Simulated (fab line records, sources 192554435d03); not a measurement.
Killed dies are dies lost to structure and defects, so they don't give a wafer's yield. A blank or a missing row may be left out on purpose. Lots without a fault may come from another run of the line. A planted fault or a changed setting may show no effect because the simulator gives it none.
fab line records | flow n5_finfet
record lots=9 wafers=27 last_day=19
route steps=1938 shown MOL_CONTACT_COAG@535 BEOL_M4@1111 PASSIVATION@1936
lots that met no fault: from a run of the same line without faults
start_h: hours from the record's first day to the start of the lot's first wafer shown | wait_h: hours since the lot's step before | " the same as in the row above | L1.1+2: a row that stands for several wafers | - no value, or no start given | * or withheld: withheld | < > ~ a bound
route shown NAME@n: a module of which the file shows steps, and the number in the route of the first | usual: mean/standard deviation of fault-free wafers | same: alike in all rows | chamber/n: place in a boat | sites: the reading at each site | _std_site: their standard deviation | _edge_site: outer sites' mean less inner sites' | radius_mm: how far each site lies from the wafer's centre | mask NAME#n: copy n | behind: the tool/chamber that last shaped the wafer | hold: why the lot was held/for how many hours/how that ended | device: the transistor (n, p or np) that didn't switch | end of line: the same wafers' tests at the end of the route | a step without rows: its recipe alone | killed: dies lost to structure and defects at the first sort, not the wafer's yield | map: a wafer's dies, x killed, . not, _ none there
set.NAME: the setting as run; set.NAME@STEP: as run at that earlier step | model.NAME: the simulator's own value behind a step, which no gauge read
steps of the route over a sample of lots; a table a step, a row a wafer
services: from which hour (start_h, from the record's first day; less than 0 if before it) a tool's chamber was out of use, for how many hours, and why
## steps
# step N5_MOL_CONTACT_COAG_CONTACT_ETCH_14
# recipe chemistry=C4F6/O2 target=SiO2 target_depth_a=275 overetch_a=85 mask_material=SOC pressure_mtorr=30 source_w=370 bias_w=185 Ar_flow_sccm=300 C4F6_flow_sccm=16 O2_flow_sccm=10 time_s=20 ion_energy_ev=259.6
# usual drypump_motor_current_A=5.7/0.39 oes_ar_750_au=0.78/0.091 oes_product_au=0.67/0.072 rf_vpp_V=694.0/2.9 showerhead_plenum_p_Torr=2.92/0.078 throttle_valve_pct=21.35/0.25
# columns lot.wafer tool chamber start_h wait_h drypump_motor_current_A oes_ar_750_au oes_product_au rf_hours_counter_h rf_vpp_V showerhead_plenum_p_Torr throttle_valve_pct
L940.1 rie_diel-03 3 95.54 0.0 5.9 0.67 0.58 233 695.0 2.96 21.64
L940.2 " 0 " " 5.4 0.73 0.63 149 693.8 2.90 21.53
L940.6 " 1 " " 5.5 0.70 0.61 - 696.4 2.98 21.49
L941.3 rie_diel-05 0 99.93 0.0 5.6 0.76 0.63 177 695.9 2.96 21.11
L941.4 " 3 " " 5.4 0.72 0.62 180 695.8 3.01 21.58
L941.6 " 0 " " 5.7 0.77 0.64 - 697.8 2.96 21.13
L945.1 rie_diel-02 0 134.17 0.0 6.3 0.92 0.77 21 698.0 3.01 20.91
L945.4 " 1 " " 5.4 0.90 0.74 32 694.5 2.92 20.89
L945.5 " 0 " " 6.3 0.91 0.77 - 698.9 3.01 20.93
L952.1 rie_diel-05 0 165.24 0.0 5.6 0.74 0.62 198 694.7 2.95 21.15
L952.4 " 3 " " 5.4 0.70 0.61 201 693.9 3.00 21.60
L952.5 " 3 " " 5.4 0.70 0.62 - 694.8 3.00 21.62
L955.2 rie_diel-05 0 183.92 0.0 5.7 0.73 0.62 203 694.5 2.95 21.17
L955.3 " 1 " " 5.9 0.85 0.72 55 690.1 2.79 21.16
L955.6 " 3 " " 5.4 0.70 0.61 - 697.4 3.00 21.61
L957.1 rie_diel-02 1 200.54 0.0 5.4 0.88 0.71 50 693.8 2.91 20.92
L957.3 " 2 " " 5.5 0.81 0.68 99 697.1 3.00 21.18
L957.6 " 0 " " 6.2 0.87 0.74 - 697.4 3.00 20.95
L958.2 rie_diel-03 3 204.43 0.0 5.9 0.89 0.78 17 695.2 2.95 21.42
L958.4 " 0 " " 5.5 0.70 0.61 188 691.6 2.88 21.60
L958.6 " 1 " " 5.5 0.68 0.60 - 694.2 2.96 21.52
L959.4 rie_diel-05 0 212.42 0.0 5.7 0.74 0.61 212 696.4 2.95 21.18
L959.5 " 3 " " 5.4 0.69 0.61 - 694.2 2.99 21.64
L959.6 " 0 " " 5.6 0.73 0.61 - 695.5 2.95 21.16
L961.2 rie_diel-03 2 219.41 0.0 5.2 0.89 0.75 33 693.7 2.94 21.03
L961.5 " 2 " " 5.2 0.88 0.74 - 693.5 2.94 21.01
L961.6 " 3 " " 5.9 0.88 0.76 - 693.3 2.94 21.42
# step N5_MOL_CONTACT_COAG_CD_MEAS_99
# recipe target_cd_nm=17.2 polarity=opening
# usual cd_nm=17.0/0.52
# columns lot.wafer tool chamber start_h wait_h cd_nm
L940.1 cd_sem-02 - 95.75 - 16.6
L940.2 " - " " 16.4
L940.6 " - " " 16.3
L941.3 cd_sem-01 - 100.14 - 17.0
L941.4 " - " " 17.2
L941.6 " - " " 16.9
L945.1 cd_sem-01 - 134.38 - 16.1
L945.4 " - " " 18.2
L945.5 " - " " 16.2
L952.1 cd_sem-01 - 165.46 - 17.6
L952.4 " - " " 16.3
L952.5 " - " " 16.5
L955.2 cd_sem-02 - 184.13 - 17.2
L955.3 " - " " 18.0
L955.6 " - " " 17.4
L957.1 cd_sem-03 - 200.76 - 17.3
L957.3 " - " " 17.6
L957.6 " - " " 16.3
L958.2 cd_sem-03 - 204.65 - 17.2
L958.4 " - " " 16.6
L958.6 " - " " 16.4
L959.4 cd_sem-02 - 212.64 - 17.2
L959.5 " - " " 16.6
L959.6 " - " " 17.7
L961.2 cd_sem-01 - 219.63 - 17.2
L961.5 " - " " 17.3
L961.6 " - " " 17.7
# step N5_MOL_CONTACT_COAG_ALD_20
# recipe material=TiN target_thk_a=15 temp_c=400 ald_precursor_family=TiCl4 ald_co_reactant=NH3 pulse_time_s=1 purge_time_s=3 co_reactant_purge_time_s=2 co_reactant_pulse_time_s=2 ald_cycles=68 pressure_torr=3
# usual heater_power_w=914/70 precursor_pulse_height_rel=1.000/0.02
# columns lot.wafer tool chamber start_h wait_h heater_power_w precursor_pulse_height_rel
L940.1 ald_metal-02 3 97.00 0.1 869 1.006
L940.2 " 1 " " 932 0.987
L940.6 " 3 " " 899 1.023
L941.3 ald_metal-01 3 101.66 0.1 854 0.990
L941.4 " 0 " " 948 0.961
L941.6 " 2 " " 810 1.005
L945.1 ald_metal-01 1 134.96 0.1 1032 1.032
L945.4 " 0 " " 950 1.003
L945.5 " 0 " " 946 1.004
L952.1 ald_metal-03 3 167.60 0.1 946 1.019
L952.4 " 0 " " 961 0.978
L952.5 " 3 " " 956 1.007
L955.2 ald_metal-02 2 184.74 0.1 811 1.015
L955.3 " 3 " " 877 1.011
L955.6 " 0 " " 1015 1.016
L957.1 ald_metal-02 0 202.28 0.1 1001 0.994
L957.3 " 1 " " 922 0.996
L957.6 " 2 " " 846 1.029
L958.2 ald_metal-01 1 205.23 0.1 1025 0.967
L958.4 " 3 " " 876 1.017
L958.6 " 2 " " 827 1.028
L959.4 ald_metal-02 0 213.33 0.1 1024 0.996
L959.5 " 2 " " 838 0.987
L959.6 " 3 " " 853 1.004
L961.2 ald_metal-01 0 221.21 0.1 966 1.026
L961.5 " 2 " " 824 1.013
L961.6 " 3 " " 899 1.021
# step N5_MOL_CONTACT_COAG_CMP_23
# recipe stop_on=SiO2 t_overpolish_s=1.5 post_cmp_clean=cu_alkaline down_force_psi=2 platen_rpm=50.289 pad_velocity_m_s=1.0006 target_thk_nm=0
# usual head_pressure_psi=1.999/0.0046 motor_current_A=8.4/0.83 overpolish_run_s=1.500/0.01 time_to_endpoint_s=9.9/2.9
# same t_overpolish_s=1.5
# columns lot.wafer tool chamber start_h wait_h head_pressure_psi motor_current_A overpolish_run_s time_to_endpoint_s
L940.2 cmp-04 1 101.94 0.0 1.995 8.2 1.474 12.1
L940.1 " 3 " " 2.005 9.2 1.482 12.5
L940.6 " 1 " " 1.996 8.8 1.507 13.0
L941.4 cmp-04 2 106.12 0.1 1.998 8.3 1.495 11.6
L941.3 " 3 " " 1.996 8.7 1.485 10.6
L941.6 " 1 " " 2.004 8.5 1.481 11.0
L945.4 cmp-04 2 142.51 0.1 2.232 8.9 1.494 4.1
L945.1 " 3 " " 2.003 9.3 1.512 8.8
L945.5 " 0 " " 1.992 7.3 1.477 6.2
L952.1 cmp-02 1 171.95 0.0 1.999 6.9 1.495 14.1
L952.4 " 2 " " 1.995 10.4 1.502 8.5
L952.5 " 1 " " 1.995 6.8 1.497 11.9
L955.3 cmp-01 0 190.64 0.0 2.006 8.5 1.499 13.0
L955.2 " 2 " " 2.001 9.1 1.522 10.7
L955.6 " 1 " " 1.994 8.0 1.506 10.4
L957.3 cmp-02 0 207.39 0.0 2.000 9.0 1.515 4.6
L957.1 " 1 " " 2.006 7.0 1.487 14.6
L957.6 " 0 " " 1.997 8.8 1.499 7.1
L958.4 cmp-04 1 210.75 0.0 1.999 8.2 1.496 11.0
L958.2 " 3 " " 2.002 9.3 1.511 10.5
L958.6 " 1 " " 1.993 8.1 1.499 13.2
L959.4 cmp-04 3 218.11 0.1 1.999 8.9 1.496 7.9
L959.5 " 1 " " 1.998 8.5 1.496 8.3
L959.6 " 2 " " 2.001 8.4 1.513 7.0
L961.2 cmp-04 2 227.10 0.0 2.006 8.6 1.486 7.7
L961.5 " 2 " " 2.009 8.3 1.490 8.3
L961.6 " 3 " " 2.004 8.8 1.504 10.7
# step N5_BEOL_M4_RC_MEAS_101
# usual DIBL_N=36.1/2.5 DIBL_P=36/3.3 IOFF_N=0.16/0.046 IOFF_P=0.20/0.051 ION_N=676/16 ION_P=462/11 SS_N=71.6/0.87 SS_P=73.2/0.86 VT_N=251/4.4 VT_P=-252/4.6
# columns lot.wafer tool chamber start_h wait_h DIBL_N[mV/V] DIBL_P[mV/V] IOFF_N[nA/um] IOFF_P[nA/um] ION_N[uA/um] ION_P[uA/um] SS_N[mV/dec] SS_P[mV/dec] VT_N[mV] VT_P[mV]
L940.1 prober-02 0 192.37 0.0 39.6 40 0.22 0.24 684 462 72.7 74.3 247 -252
L940.2 " 0 " " 32.8 33 0.11 0.14 672 458 70.8 72.5 257 -255
L940.6 " 0 " " 35.8 34 0.17 0.17 671 455 72.8 72.4 255 -253
L941.3 prober-02 0 208.42 0.3 37.8 36 0.17 0.22 690 469 71.1 73.6 249 -248
L941.4 " 0 " " 31.4 29 0.09 0.13 667 461 70.0 71.8 255 -257
L941.6 " 0 " " 38.4 35 0.17 0.19 676 463 71.7 72.9 253 -249
L945.1 prober-02 0 247.77 0.0 36.1 38 0.14 0.17 685 462 72.3 73.4 253 -256
L945.4 " 0 " " 34.7 37 0.13 0.16 680 460 70.9 73.3 252 -254
L945.5 " 0 " " 37.5 40 0.17 0.21 683 468 72.2 73.8 250 -252
L952.1 prober-01 0 275.79 0.0 37.9 39 0.20 0.21 692 461 72.2 73.8 244 -251
L952.4 " 0 " " 32.9 34 0.12 0.15 668 452 70.1 73.0 252 -255
L952.5 " 0 " " 34.2 35 0.15 0.17 681 455 70.8 72.6 246 -253
L955.2 prober-02 0 299.58 0.2 33.7 31 0.11 0.13 662 456 71.3 72.1 256 -256
L955.3 " 0 " " 31.6 31 0.10 0.13 674 461 70.2 72.6 253 -254
L955.6 " 0 " " 34.4 32 0.14 0.15 685 461 71.9 72.2 252 -253
L957.1 prober-02 0 308.63 0.0 33.8 32 0.11 0.16 661 460 70.5 72.4 252 -251
L957.3 " 0 " " 32.8 30 0.10 0.13 663 457 70.5 72.3 254 -259
L957.6 " 0 " " 33.2 29 0.10 0.12 655 446 71.1 71.8 255 -258
L958.2 prober-01 0 313.35 0.2 35.2 35 0.13 0.20 672 473 71.3 72.6 253 -252
L958.4 " 0 " " 33.2 31 0.10 0.14 647 452 71.0 72.2 258 -257
L958.6 " 0 " " 34.9 33 0.13 0.18 664 461 71.7 72.7 255 -252
L959.4 prober-02 0 327.82 0.5 33.9 34 0.13 0.19 663 455 71.0 72.9 253 -250
L959.5 " 0 " " 39.7 41 0.25 0.34 706 477 72.1 74.5 244 -243
L959.6 " 0 " " 36.0 32 0.16 0.16 661 451 73.0 72.5 253 -249
L961.2 prober-01 0 338.74 0.2 40.5 40 0.22 0.27 656 451 73.0 73.8 252 -249
L961.5 " 0 " " 39.1 40 0.21 0.30 690 481 72.1 74.3 248 -245
L961.6 " 0 " " 35.2 34 0.11 0.19 630 447 70.9 72.7 256 -251
# step N5_PASSIVATION_PROBE_49
# usual defect_limited_yield=91.0/1.4 killed_at_M0_to_M3=34/10 killed_at_M4_up=15/5.5 killed_at_contacts=12/6.1 killed_at_front_end=41/12 killed_at_other=4/3.4 killed_dies=106/17 killed_on_rim=14/4 killed_open=70/13 killed_short=34/7.4 sort_bin_4_leakage=0.01/0.065 sort_bin_5_function=5.3/1 sort_bin_6_memory=3.4/0.69 sort_bin_8_speed=0.03/0.22 sort_n_pass=1073/17 sort_yield_pct=91.0/1.4
# same gross_dies=1180 killed_at_back_side=0
# columns lot.wafer tool chamber start_h wait_h defect_limited_yield[%] killed_at_M0_to_M3 killed_at_M4_up killed_at_contacts killed_at_front_end killed_at_other killed_dies killed_on_rim killed_open killed_short sort_bin_4_leakage[%] sort_bin_5_function[%] sort_bin_6_memory[%] sort_bin_8_speed[%] sort_n_pass sort_yield_pct[%]
L940.1 prober-02 - 295.21 0.0 89.6 44 21 10 43 5 123 15 75 48 0 6.2 3.9 0 1057 89.6
L940.2 prober-02 - 295.26 0.1 88.9 59 14 22 33 3 131 11 86 44 0 6.7 4.1 0 1049 88.9
L940.6 prober-02 - 295.46 0.3 89.9 51 20 2 43 3 119 12 84 34 0 5.5 4.1 0 1061 89.9
L941.3 prober-01 - 309.24 0.1 90.8 47 24 11 24 2 108 21 77 27 0 4.5 4.4 0 1072 90.8
L941.4 prober-01 - 309.29 0.2 90.7 37 15 14 44 0 110 15 76 27 0 5.3 3.9 0 1070 90.7
L941.6 prober-01 - 309.39 0.3 92.2 29 11 7 43 2 92 13 63 28 0 4.4 3.2 0 1088 92.2
L945.1 prober-01 - 351.21 0.0 90.4 38 14 11 49 1 113 14 82 30 0 5.4 4.0 0 1067 90.4
L945.4 prober-01 - 351.36 0.2 91.7 31 17 5 43 2 98 10 69 25 0 5.3 2.5 0 1082 91.7
L945.5 prober-01 - 351.41 0.2 90.8 23 24 17 39 6 109 15 74 32 0 5.6 3.4 0 1071 90.8
L952.1 prober-02 - 384.51 0.0 93.1 37 9 4 31 1 82 6 49 33 0 3.3 3.5 0 1098 93.1
L952.4 prober-02 - 384.66 0.2 92.3 34 7 2 48 0 91 18 62 25 0 4.4 3.2 0 1089 92.3
L952.5 prober-02 - 384.71 0.2 90.1 56 12 2 45 2 117 17 76 34 0 5.6 4.1 0 1063 90.1
L955.2 prober-01 - 409.50 0.1 89.2 26 18 34 46 4 128 13 74 50 0 5.3 4.7 0 1052 89.2
L955.3 prober-01 - 409.55 0.1 90.6 35 16 19 32 9 111 12 78 32 0 6.3 3.1 0 1069 90.6
L955.6 prober-01 - 409.70 0.3 91.5 29 23 14 23 11 100 17 61 33 0 4.7 3.2 0 1080 91.5
L958.2 prober-02 - 426.35 0.1 89.1 41 14 14 55 5 129 15 95 30 0 6.4 4.1 0 1051 89.1
L958.4 prober-02 - 426.45 0.2 89.5 17 23 16 64 4 124 16 92 31 0 6.9 3.5 0 1056 89.5
L958.6 prober-02 - 426.55 0.3 89.6 30 20 7 61 5 123 19 83 36 0 5.5 4.5 0 1057 89.6
L957.1 prober-02 - 430.97 0.0 92.3 28 9 14 39 1 91 14 66 20 0 4.7 2.6 0 1089 92.3
L957.3 prober-02 - 431.07 0.1 90.2 56 27 9 23 1 116 12 81 35 0 5.7 3.9 0 1064 90.2
L957.6 prober-02 - 431.22 0.3 90.8 38 13 11 45 2 109 16 77 31 0 5.1 3.6 0 1071 90.8
L959.4 prober-02 - 436.17 0.2 91.3 33 16 13 39 2 103 6 69 32 0 3.6 4.7 0 1077 91.3
L959.5 prober-02 - 436.22 0.2 90.7 26 17 8 57 2 110 17 64 46 0 5.2 3.6 0 1070 90.7
L959.6 prober-02 - 436.27 0.3 90.2 37 18 8 51 2 116 21 74 41 0 6.1 3.3 0.08 1063 90.1
L961.2 prober-02 - 452.13 0.1 90.7 37 22 14 32 5 110 14 76 33 0 5.8 3.3 0 1070 90.7
L961.5 prober-02 - 452.28 0.2 90.8 36 20 10 39 3 108 15 77 28 0.08 5.2 3.5 0 1071 90.8
L961.6 prober-02 - 452.33 0.3 91.9 36 15 10 33 2 96 13 57 32 0 4.3 3.1 1.61 1065 90.3
# killed by level:class
L940.1 BEOL_M0_SAQP:geometric_particle:open=18 BEOL_M0_SAQP:geometric_particle:short=15 DUMMY_GATE:geometric_particle:open=9 MOL_CONTACT_COAG:geometric_particle:open=8 FIN_SAQP:geometric_particle:short=7 STI_FIN_REVEAL:geometric_particle:open=7 BEOL_M4:geometric_particle:open=7 BEOL_M1:geometric_particle:open=6
L940.2 MOL_CONTACT_COAG:geometric_particle:open=19 BEOL_M0_SAQP:geometric_particle:short=18 BEOL_M0_SAQP:geometric_particle:open=13 STI_FIN_REVEAL:geometric_particle:open=9 BEOL_M1:geometric_particle:open=8 BEOL_M2:geometric_particle:open=7 BEOL_M3:geometric_particle:open=5 DUMMY_GATE:geometric_particle:open=4
L940.6 STI_FIN_REVEAL:geometric_particle:open=19 BEOL_M2:geometric_particle:open=11 DUMMY_GATE:geometric_particle:open=10 BEOL_M0_SAQP:geometric_particle:short=9 BEOL_M1:geometric_particle:short=7 BEOL_M3:geometric_particle:open=7 BEOL_M4:geometric_particle:open=7 BEOL_M0_SAQP:geometric_particle:open=6
L941.3 BEOL_M2:geometric_particle:open=16 BEOL_M4:geometric_particle:open=16 BEOL_M0_SAQP:geometric_particle:short=9 MOL_CONTACT_COAG:geometric_particle:open=8 BEOL_M0_SAQP:geometric_particle:open=6 BEOL_M1:geometric_particle:open=6 FIN_SAQP:geometric_particle:open=5 FIN_SAQP:geometric_particle:short=4
L941.4 STI_FIN_REVEAL:geometric_particle:open=23 BEOL_M0_SAQP:geometric_particle:open=10 BEOL_M2:geometric_particle:open=10 MOL_CONTACT_COAG:geometric_particle:open=8 STI_FIN_REVEAL:geometric_particle:short=6 MOL_CONTACT_COAG:geometric_particle:short=6 BEOL_M3:geometric_particle:open=6 FIN_SAQP:geometric_particle:short=4
L941.6 STI_FIN_REVEAL:geometric_particle:open=22 BEOL_M2:geometric_particle:open=10 FIN_SAQP:geometric_particle:short=7 STI_FIN_REVEAL:geometric_particle:short=6 MOL_CONTACT_COAG:geometric_particle:open=6 BEOL_M0_SAQP:geometric_particle:short=4 BEOL_M1:geometric_particle:open=4 BEOL_M3:geometric_particle:open=4
L945.1 FIN_SAQP:geometric_particle:open=15 STI_FIN_REVEAL:geometric_particle:open=12 BEOL_M0_SAQP:geometric_particle:short=12 BEOL_M0_SAQP:geometric_particle:open=10 MOL_CONTACT_COAG:geometric_particle:open=8 BEOL_M3:geometric_particle:open=7 GATE_CUT:geometric_particle:short=6 BEOL_M4:geometric_particle:open=6
L945.4 STI_FIN_REVEAL:geometric_particle:open=11 BEOL_M0_SAQP:geometric_particle:open=11 FIN_SAQP:geometric_particle:open=9 BEOL_M0:geometric_particle:open=6 BEOL_M4:geometric_particle:open=5 STARTING-WAFER:geometric_particle:open=5 FIN_SAQP:geometric_particle:short=4 STI_FIN_REVEAL:geometric_particle:short=4
L945.5 MOL_CONTACT_COAG:geometric_particle:open=13 STI_FIN_REVEAL:geometric_particle:open=12 BEOL_M4:geometric_particle:open=12 BEOL_M0_SAQP:geometric_particle:short=9 STI_FIN_REVEAL:geometric_particle:short=5 PASS1_CAP:geometric_particle:open=5 DUMMY_GATE:geometric_particle:open=5 GATE_CUT:geometric_particle:short=5
L952.1 BEOL_M0_SAQP:geometric_particle:short=9 BEOL_M3:geometric_particle:open=9 STI_FIN_REVEAL:geometric_particle:open=6 BEOL_M0_SAQP:geometric_particle:open=5 GATE_CUT:geometric_particle:short=4 BEOL_M0:geometric_particle:open=4 FIN_SAQP:geometric_particle:short=3 FIN_SAQP:geometric_particle:open=3
L952.4 STI_FIN_REVEAL:geometric_particle:open=14 BEOL_M2:geometric_particle:open=9 FIN_SAQP:geometric_particle:open=7 DUMMY_GATE:geometric_particle:open=6 BEOL_M0_SAQP:geometric_particle:short=6 BEOL_M0_SAQP:geometric_particle:open=5 BEOL_M3:geometric_particle:open=5 DUMMY_GATE:geometric_particle:short=4
L952.5 BEOL_M0_SAQP:geometric_particle:open=14 BEOL_M0_SAQP:geometric_particle:short=12 FIN_SAQP:geometric_particle:open=11 STI_FIN_REVEAL:geometric_particle:open=10 BEOL_M2:geometric_particle:open=8 BEOL_M3:geometric_particle:open=7 STI_FIN_REVEAL:geometric_particle:short=5 DUMMY_GATE:geometric_particle:open=5
L955.2 MOL_CONTACT_COAG:geometric_particle:open=28 BEOL_M0_SAQP:geometric_particle:short=15 STI_FIN_REVEAL:geometric_particle:open=13 BEOL_M4:geometric_particle:open=8 MOL_CONTACT_COAG:geometric_particle:short=6 GATE_CUT:geometric_particle:short=6 STARTING-WAFER:geometric_particle:short=6 BEOL_M0_SAQP:geometric_particle:open=5
L955.3 MOL_CONTACT_COAG:geometric_particle:open=15 BEOL_M2:geometric_particle:open=14 BEOL_M4:geometric_particle:open=8 BEOL_M0_SAQP:geometric_particle:short=7 STI_FIN_REVEAL:geometric_particle:open=6 FIN_SAQP:geometric_particle:open=5 FIN_CUT:geometric_particle:open=4 MOL_CONTACT_COAG:geometric_particle:short=4
L955.6 BEOL_M4:geometric_particle:open=12 MOL_CONTACT_COAG:geometric_particle:open=10 BEOL_M0_SAQP:geometric_particle:open=10 BEOL_M3:geometric_particle:open=6 STI_FIN_REVEAL:geometric_particle:open=5 MOL_CONTACT_COAG:geometric_particle:short=4 BEOL_M0_SAQP:geometric_particle:short=4 BEOL_M2:geometric_particle:short=4
L958.2 STI_FIN_REVEAL:geometric_particle:open=25 BEOL_M1:geometric_particle:open=17 MOL_CONTACT_COAG:geometric_particle:open=11 FIN_SAQP:geometric_particle:short=6 BEOL_M0_SAQP:geometric_particle:short=6 BEOL_M4:geometric_particle:open=6 FIN_SAQP:geometric_particle:open=5 BEOL_M1:geometric_particle:short=4
L958.4 STI_FIN_REVEAL:geometric_particle:open=25 BEOL_M4:geometric_particle:open=14 MOL_CONTACT_COAG:geometric_particle:open=11 FIN_SAQP:geometric_particle:open=8 FIN_SAQP:geometric_particle:short=7 BEOL_M1:geometric_particle:open=6 DUMMY_GATE:geometric_particle:open=5 MOL_CONTACT_COAG:geometric_particle:short=5
L958.6 FIN_SAQP:geometric_particle:short=14 STI_FIN_REVEAL:geometric_particle:open=13 FIN_SAQP:geometric_particle:open=11 BEOL_M3:geometric_particle:open=11 MOL_CONTACT_COAG:geometric_particle:open=6 BEOL_M4:geometric_particle:open=5 BEOL_M5:geometric_particle:open=5 BEOL_M2:geometric_particle:open=5
L957.1 MOL_CONTACT_COAG:geometric_particle:open=12 FIN_SAQP:geometric_particle:open=8 DUMMY_GATE:geometric_particle:open=6 BEOL_M0_SAQP:geometric_particle:open=6 BEOL_M0_SAQP:geometric_particle:short=6 STI_FIN_REVEAL:geometric_particle:open=5 BEOL_M1:geometric_particle:open=5 BEOL_M2:geometric_particle:open=5
L957.3 BEOL_M4:geometric_particle:open=18 BEOL_M0_SAQP:geometric_particle:short=13 BEOL_M1:geometric_particle:open=10 BEOL_M2:geometric_particle:open=10 BEOL_M0_SAQP:geometric_particle:open=9 MOL_CONTACT_COAG:geometric_particle:open=7 FIN_SAQP:geometric_particle:open=6 BEOL_M3:geometric_particle:open=5
L957.6 STI_FIN_REVEAL:geometric_particle:open=17 MOL_CONTACT_COAG:geometric_particle:open=10 BEOL_M0_SAQP:geometric_particle:open=9 FIN_SAQP:geometric_particle:short=7 FIN_SAQP:geometric_particle:open=7 BEOL_M1:geometric_particle:open=6 BEOL_M2:geometric_particle:open=5 DUMMY_GATE:geometric_particle:open=4
L959.4 BEOL_M0_SAQP:geometric_particle:open=15 MOL_CONTACT_COAG:geometric_particle:open=10 FIN_SAQP:geometric_particle:open=9 BEOL_M0_SAQP:geometric_particle:short=8 FIN_SAQP:geometric_particle:short=7 BEOL_M4:geometric_particle:open=6 STI_FIN_REVEAL:geometric_particle:open=5 DUMMY_GATE:geometric_particle:open=4
L959.5 FIN_SAQP:geometric_particle:open=12 BEOL_M0_SAQP:geometric_particle:short=9 FIN_SAQP:geometric_particle:short=8 STI_FIN_REVEAL:geometric_particle:open=7 GATE_CUT:geometric_particle:short=7 DUMMY_GATE:geometric_particle:open=6 MOL_CONTACT_COAG:geometric_particle:open=5 BEOL_M4:geometric_particle:open=5
L959.6 STI_FIN_REVEAL:geometric_particle:open=13 FIN_SAQP:geometric_particle:open=12 BEOL_M0_SAQP:geometric_particle:short=11 FIN_SAQP:geometric_particle:short=8 BEOL_M0_SAQP:geometric_particle:open=8 MOL_CONTACT_COAG:geometric_particle:open=6 DUMMY_GATE:geometric_particle:open=5 DUMMY_GATE:geometric_particle:short=5
L961.2 BEOL_M4:geometric_particle:open=16 MOL_CONTACT_COAG:geometric_particle:open=13 BEOL_M0_SAQP:geometric_particle:open=11 BEOL_M0_SAQP:geometric_particle:short=9 GATE_CUT:geometric_particle:open=7 GATE_CUT:geometric_particle:short=7 BEOL_M2:geometric_particle:open=5 DUMMY_GATE:geometric_particle:open=4
L961.5 BEOL_M0_SAQP:geometric_particle:open=15 DUMMY_GATE:geometric_particle:open=12 BEOL_M0_SAQP:geometric_particle:short=10 BEOL_M4:geometric_particle:open=10 MOL_CONTACT_COAG:geometric_particle:open=7 FIN_SAQP:geometric_particle:open=5 GATE_CUT:geometric_particle:open=4 STARTING-WAFER:geometric_particle:open=4
L961.6 BEOL_M0_SAQP:geometric_particle:short=8 BEOL_M3:geometric_particle:open=8 BEOL_M0_SAQP:geometric_particle:open=7 BEOL_M2:geometric_particle:open=7 DUMMY_GATE:geometric_particle:open=6 BEOL_M4:geometric_particle:open=6 HKMG_FIN:area_etch=6 FIN_SAQP:geometric_particle:open=5
## services
# columns tool chamber start_h hours kind
rie_diel-03 1 80.63 1.5 repair
rie_diel-03 - 89.00 0.2 repair
ald_metal-03 - 98.30 2.8 pm
cmp-01 - 104.55 13.2 pm
ald_metal-02 2 112.04 5.4 repair
ald_metal-03 3 121.24 33.3 repair
ald_metal-03 - 123.02 14.6 pm
cmp-02 - 125.53 1.5 repair
rie_diel-03 2 127.09 - clean
rie_diel-03 2 127.09 - consumable_replace:focus_ring
rie_diel-05 - 137.49 0.3 repair
ald_metal-03 - 137.62 8.7 pm
ald_metal-01 0 138.13 2.7 repair
cmp-02 - 141.88 13.1 pm
rie_diel-02 1 170.85 12.0 repair
ald_metal-01 - 171.52 8.7 pm
cmp-04 - 196.59 4.0 pm
cmp-02 - 200.35 0.6 repair
cmp-04 - 200.59 - consumable_replace:conditioner
cmp-04 - 200.59 - consumable_replace:pad
ald_metal-03 - 200.77 1.0 repair
cmp-02 - 216.84 2.0 repair
rie_diel-03 1 217.54 1.5 repair
cmp-01 - 226.86 3.7 repair
## key
first_sign step=N5_MOL_CONTACT_COAG_CMP_23 reading=head_pressure_psi direction=up sigmas=51 usual=1.999 struck=2.232
effect none on later readings
met_at N5_MOL_CONTACT_COAG_CMP_23
struck_lots L945
struck_wafers L945.4
not_acting_at N5_MOL_CONTACT_COAG_CONTACT_ETCH_14,N5_MOL_CONTACT_COAG_CD_MEAS_99,N5_MOL_CONTACT_COAG_ALD_20
onset_between 106.12 142.51
fault kind=process_parameter_drift tool=cmp-04 chamber=2 onset_h=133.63 steps=N5_MOL_CONTACT_COAG_CMP_23 channel=down_force_psi offset=0.2323 shape=step end_h=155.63 acts_in=these_recipes_only stated=2
